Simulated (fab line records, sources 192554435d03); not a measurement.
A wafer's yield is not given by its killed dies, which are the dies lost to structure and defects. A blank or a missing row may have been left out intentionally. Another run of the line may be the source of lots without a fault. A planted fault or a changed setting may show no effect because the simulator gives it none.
fab line records -- flow n5-finfet
record lots=4, wafers=12, last-day=15
route steps=1938 shown BEOL_M10@1506 BEOL_M11@1536 PASSIVATION@1936
lots that met no fault: from a run of the same line without faults
start-h: the number of hours between the record's first day and the start of the first shown wafer of the lot -- wait-h: how many hours have passed since the lot's step before this one -- " repeats the value in the row above -- L1.1+2: a single row standing in for several wafers -- - no value, or no start given -- * or withheld: withheld -- < > ~ a bound
route shown NAME@n: NAME is a module with steps in the file, n the number in the route of the first one -- usual: mean and standard deviation over wafers with no fault -- same: alike in all rows -- chamber/n: place in a boat -- sites: the reading at each site -- _std_site: standard deviation across them -- _edge_site: mean of outer sites minus mean of inner sites -- radius-mm: how far each site lies from the wafer's centre -- mask NAME#n: copy n -- behind: the last tool/chamber to shape the wafer -- hold: why the lot was held/for how many hours/how that ended -- device: the transistor (n, p or np) that didn't switch -- end of line: tests of these same wafers at the route's end -- for a step that has no rows: nothing shown but its recipe -- killed: at the first sort, the dies lost to defects and structure; wafer yield is something else -- map: a wafer's dies, marking killed ones x, the rest . and places with no die _
set.NAME: the setting as run; set.NAME@STEP: as run at that earlier step -- model.NAME: the simulator's own value behind a step, which no gauge read
lots at selected steps of the route; one table per step, one row per wafer
services: the hour from which a tool's chamber was out of use, counted from the record's first day as start-h (under 0 if before that day), plus the number of hours and why
## steps
# step N5_BEOL_M10_ETCH_65
# recipe chemistry=CF4, target=SiARC, target-depth-a=390, mask-material=CAR-ArF, time-s=65, ion-energy-ev=80, pressure-mtorr=40, source-w=545, bias-w=36, Ar_flow_sccm=100, cf4-flow-sccm=100, ends=cleared
# step N5_BEOL_M10_ETCH_66
# recipe chemistry=N2/H2, target=SOC, target-depth-a=1200, overetch-a=240, mask-material=SiARC, temp-c=40, time-s=180, ion-energy-ev=200, pressure-mtorr=30, source-w=840, bias-w=150, n2-flow-sccm=200, h2-flow-sccm=200
# step N5_BEOL_M10_STRIP_69
# recipe chemistry=N2/H2, temp-c=40, n2-flow-sccm=200, h2-flow-sccm=200, rf-frequency-hz=6e+07
# step N5_BEOL_M10_VIA_ETCH_34
# recipe chemistry=C4F6/O2, target=SiCOH_lowk, target-depth-a=1845, mask-material=SOC, taper-deg=4, time-s=69.2, ion-energy-ev=250, pressure-mtorr=30, source-w=345, bias-w=185, Ar_flow_sccm=300, C4F6_flow_sccm=10, O2_flow_sccm=10
# step N5_BEOL_M10_STRIP_73
# recipe chemistry=C4F6/O2, resist=SiARC, rf-frequency-hz=6e+07
# step N5_BEOL_M10_STRIP_36
# recipe chemistry=N2/H2, power-w=450, temp-c=40, pressure-mtorr=20, rf-frequency-hz=6e+07, overash-fraction=0.3, bias-power-w=7, h2-frac=0.5, n2-flow-sccm=200, h2-flow-sccm=200
# step N5_BEOL_M10_TRENCH_ETCH_37
# recipe chemistry=C4F6/O2, target-depth-a=1488.3, target=SiCOH_lowk, time-s=48, ion-energy-ev=250, pressure-mtorr=30, source-w=345, bias-w=185, Ar_flow_sccm=300, C4F6_flow_sccm=10, O2_flow_sccm=10
# step N5_BEOL_M10_ETCH_41
# recipe chemistry=CH3F/O2, target=SiCN, target-depth-a=426, taper-deg=2, time-s=86, ion-energy-ev=120, mask-material=TiN, pressure-mtorr=30, source-w=395, bias-w=75, Ar_flow_sccm=150, CH3F_flow_sccm=30, O2_flow_sccm=20
# step N5_BEOL_M10_STRIP_77
# recipe chemistry=N2/H2, time-s=10, power-w=450, temp-c=40, pressure-mtorr=20, rf-frequency-hz=6e+07, bias-power-w=7, n2-flow-sccm=200, h2-flow-sccm=200
# step N5_BEOL_M10_HM_STRIP_39
# recipe chemistry=peroxide-tin-strip, material=TiN, target-depth-a=250, temp-c=50, time-s=158
# step N5_BEOL_M10_SRD_40
# recipe time-s=30, temp-c=23, rinse-liquid=diw, dry=ipa-marangoni
# step N5_BEOL_M10_PRECLEAN_42
# recipe chemistry=residue-remover, time-s=60, temp-c=40
# same time-s=60
lot.wafer,tool,chamber,start-h,wait-h
L917.1+4+5,wet-bench-03,"5,7,6",253.21,0.0
L919.3+4+5,wet-bench-04,"1,0,7",261.79,0.0
L926.2+4+6,wet-bench-04,"5,6,4",309.67,0.0
L928.2+4+6,wet-bench-04,"6,4,2",317.03,0.0
# step N5_BEOL_M10_SRD_43
# recipe time-s=30, temp-c=23, rinse-liquid=diw, dry=ipa-marangoni
# step N5_BEOL_M10_CURE_72
# recipe temp-c=370, time-s=120, ambient=DMADMS/He, material=SiCOH_lowk
# step N5_BEOL_M10_DEGAS_44
# recipe ambient=vacuum, temp-c=250, time-s=60
# step N5_BEOL_M10_PRE_CLEAN_45
# recipe gas=H2/He, time-s=30, temp-c=250
# step N5_BEOL_M10_ALD_74
# recipe material=TaN, target-thk-a=20, temp-c=275, ald-precursor-family=PDMAT, ald-co-reactant=NH3, pressure-torr=3, carrier-flow-sccm=1500, pulse-time-s=2, purge-time-s=3, co-reactant-purge-time-s=2, co-reactant-pulse-time-s=3, ald-cycles=40, precursor-vessel-temp-c=75, precursor-vessel-pressure-torr=26.25, precursor-vessel-carrier-sccm=1000
# step N5_BEOL_M10_SURFACE_TREAT_76
# recipe gas=Ar, time-s=*, ion-energy-ev=*, ion-current-ma-cm2=0.5, pressure-mtorr=*, ar-flow-sccm=30
# step N5_BEOL_M10_CVD_75
# recipe material=Co, target-thk-a=20, temp-c=withheld, precursor=CCTBA/H2, pressure-torr=30, time-s=138.9
# step N5_BEOL_M10_SPUTTER_48
# recipe material=Cu, target-thk-a=120, temp-c=-20, bias-v=60, power-w=26000, chamber-pressure-pa=0.13, time-s=2
# step N5_BEOL_M10_ECD_50
# recipe material=Cu, target-thk-a=3180
# step N5_BEOL_M10_ANNEAL_51
# recipe temp-c=225, time-s=90, ambient=N2
# step N5_BEOL_M10_CMP_52
# recipe stop-on=SiCOH_lowk, t-overpolish-s=7, down-force-psi=1, platen-rpm=50, clearing-platen-down-force-psi=1.5, clearing-platen-rpm=50, post-cmp-clean=cu-alkaline, target-thk-nm=140, clearing-platen-pad-velocity-m-s=0.99484, pad-velocity-m-s=0.99484
# step N5_BEOL_M10_PRE_CLEAN_55
# recipe gas=NH3, time-s=15, temp-c=withheld, rf-power-w=300
# step N5_BEOL_M10_DEP_56
# recipe material=SiCN, target-thk-a=150, temp-c=withheld, precursor=3MS/NH3, pressure-torr=3, rf-w=202, time-s=26.5
# step N5_BEOL_M11_ILD_DEP_00
# recipe material=SiCOH_lowk, target-thk-a=3085.1, temp-c=300, precursor=DEMS/porogen, pressure-torr=5, rf-w=500, time-s=58
# step N5_BEOL_M11_CURE_71
# recipe temp-c=385, time-s=240, ambient=He/Ar, material=SiCOH_lowk
# step N5_BEOL_M11_PECVD_70
# recipe material=SiO2, target-thk-a=200, temp-c=400, precursor=TEOS/O2, pressure-torr=5.5, rf-w=450, teos-flow-sccm=53.8, gas=O2, flow-sccm=3000, time-s=22.7
# step N5_BEOL_M11_HM_DEP_02
# recipe material=TiN, target-thk-a=200, temp-c=25, chamber-pressure-pa=0.49996
# step N5_BEOL_M11_COAT_59
# recipe resist=SOC, temp-c=250, time-s=60, spin-rpm=1500, resist-thk-nm=100
# step N5_BEOL_M11_COAT_60
# recipe resist=SiARC, temp-c=220, time-s=60, spin-rpm=1500, resist-thk-nm=30
# step N5_BEOL_M11_COAT_05
# recipe resist=CAR-ArF, spin-rpm=1500, resist-thk-nm=90
# step N5_BEOL_M11_EBR_07
# recipe solvent=PGMEA, ebr-width-mm=1.5
# step N5_BEOL_M11_SOFTBAKE_06
# recipe temp-c=110, time-s=60, resist=CAR-ArF
# step N5_BEOL_M11_EXPOSE_08
# recipe mask-id=M11, na=1.35, source-shape=dipole, sigma-inner=0.411, sigma-outer=0.611, polarization=te, dose-mj=53.75
# step N5_BEOL_M11_PEB_09
# recipe peb-temp-c=withheld, peb-time-s=60, resist=CAR-ArF
# step N5_PASSIVATION_PROBE_49
# usual defect-limited-yield=91.5/1.4, killed_at_M0_to_M3=32/9.7, killed_at_M4_up=14/5.3, killed-at-contacts=11/6, killed-at-front-end=39/14, killed-at-other=3.3/2.7, killed-dies=100/17, killed-open=66/13, killed-short=32/7.4, sort_bin_5_function=4.9/0.9, sort_bin_6_memory=3.2/0.72, sort-n-pass=1080/17, sort-yield-pct=91.5/1.4
# same gross-dies=1180, killed-at-back-side=0, sort_bin_4_leakage[%]=0, sort_bin_8_speed[%]=0
lot.wafer,tool,chamber,start-h,wait-h,defect-limited-yield[%],killed_at_M0_to_M3,killed_at_M4_up,killed-at-contacts,killed-at-front-end,killed-at-other,killed-dies,killed-open,killed-short,sort_bin_5_function[%],sort_bin_6_memory[%],sort-n-pass,sort-yield-pct[%]
L926.6,prober-02,-,355.81,0.3,83.1,26,126,13,32,2,199,62,18,12.3,2.7,981,83.1
L928.4,prober-01,-,368.08,0.2,81.6,27,137,11,40,2,217,62,26,12.2,4.4,963,81.6
# killed by level:class
L926.6 BEOL_M10:unspecified=117 MOL_CONTACT_COAG:geometric-particle:open=12 STI_FIN_REVEAL:geometric-particle:open=11 BEOL_M0_SAQP:geometric-particle:open=11 FIN_SAQP:geometric-particle:open=6 BEOL_M4:geometric-particle:open=6 BEOL_M0_SAQP:geometric-particle:short=5 BEOL_M2:geometric-particle:open=4
L928.4 BEOL_M10:unspecified=127 STI_FIN_REVEAL:geometric-particle:open=13 MOL_CONTACT_COAG:geometric-particle:open=8 FIN_SAQP:geometric-particle:open=6 BEOL_M0_SAQP:geometric-particle:open=6 BEOL_M0_SAQP:geometric-particle:short=5 BEOL_M2:geometric-particle:open=5 FIN_SAQP:geometric-particle:short=3
# map L926.6 (x killed, . not)
_________________.......x....________________
______________..x........x......_____________
___________........x.x.........x...__________
__________.....x..........x....x...._________
________..............x..............._______
_______.........................x......______
______..............................x..._____
_____.......x...........x..............x.____
____....x.........x....................x..___
___x......................x..........x.....__
___.....x.....................x....x..x....__
__...............x.......x.................._
__.......x.x..........x......x............x._
_....x....x.xx.......x................x......
_........xxxxxxx.x...x.............x.........
_...x.x.xxxxxxxxxx...................x.......
_..x..xxxxxxxxxxx..................x.........
_....xxxxxxxxxxxxxx....x.......x..x..........
_.x..xx.xxxxxxxxxx.x....xx.x..x...xx.......x.
_.x..xxxxxxxxxxxxxxxx....x...................
_.....xxxxxxxxxxxxx...................x.....x
__.x...xxxxxxxxxxx.........................._
__.....xxxxxxxxxxxxx.x..x......x............_
___......xx....x..........x................__
___x..................xx.....x...x.........__
____...........x....x............x........___
_____.x..................................____
______..........x.x..........x....x....._____
_______........................x.......______
________......x.....................x._______
__________.....x........x.......x..._________
___________......x...........x.....__________
______________.................._____________
_________________........x...________________
# map L928.4 (x killed, . not)
_________________x...........________________
______________............x.x..._____________
___________.........x.x......x.....__________
__________..x...........x.........x._________
________......................x......._______
_______x.x......x......................______
______......x.....x....................._____
_____....................................____
____.....................x................___
___........................................__
___..x...................................x.__
__.....x......x.x....x..x..................._
__.....x.xxx................................_
_............x...x........x..xxx.......xx....
_....x....xxxxx.xx..........x......xxx.......
_........xxxxxxxxx.....x...........x.........
_..xx.xxxxxxxxxxxxxx.x.......................
_.....xxxxxxxxxxxx.xx.....x...........x......
_.....xxxxxxxxxxxxx..x...................x...
_...xxxxxxxxxxxxxxx.xx..........x......x.....
_....xxxxxxxxxxxxxx.x..........x.x...........
__..x.xxxxxxxxxxxx............x...x........._
__.....xx.xxxxxx..x.........xx.............._
___.xx...xxxxxxx.........x.xx..............__
___..xx..xxxx.x..............x.....x.......__
____..x.......x.........x.x...x...........___
_____..............x.x..................x____
______x..........x.x...xx..............._____
_______...x..................x...x.....______
________...x...x.....................x_______
__________...x......xx.....xxx......_________
___________...x....................__________
______________................x._____________
_________________.....x......________________
## services
tool,chamber,start-h,hours,kind
wet-bench-04,-,248.69,1.9,pm
wet-bench-03,-,308.80,2.2,repair
## key
first-sign step=N5_PASSIVATION_PROBE_49, reading=killed_at_M4_up, direction=up, sigmas=22, usual=14, struck=132
effect step=N5_PASSIVATION_PROBE_49, reading=killed-dies, direction=up, sigmas=6.3, usual=100, struck=208
more-kills-born-at N5_BEOL_M10_PRECLEAN_42@wet-bench-04=244
met-at N5_BEOL_M10_PRECLEAN_42
struck-wafers L926.6,L928.4
fault kind=chamber-particle-source, tool=wet-bench-04, chamber=4, onset-h=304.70, steps=N5_BEOL_M10_PRECLEAN_42, rate-per-visit-cm2=0.82124, end-h=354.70
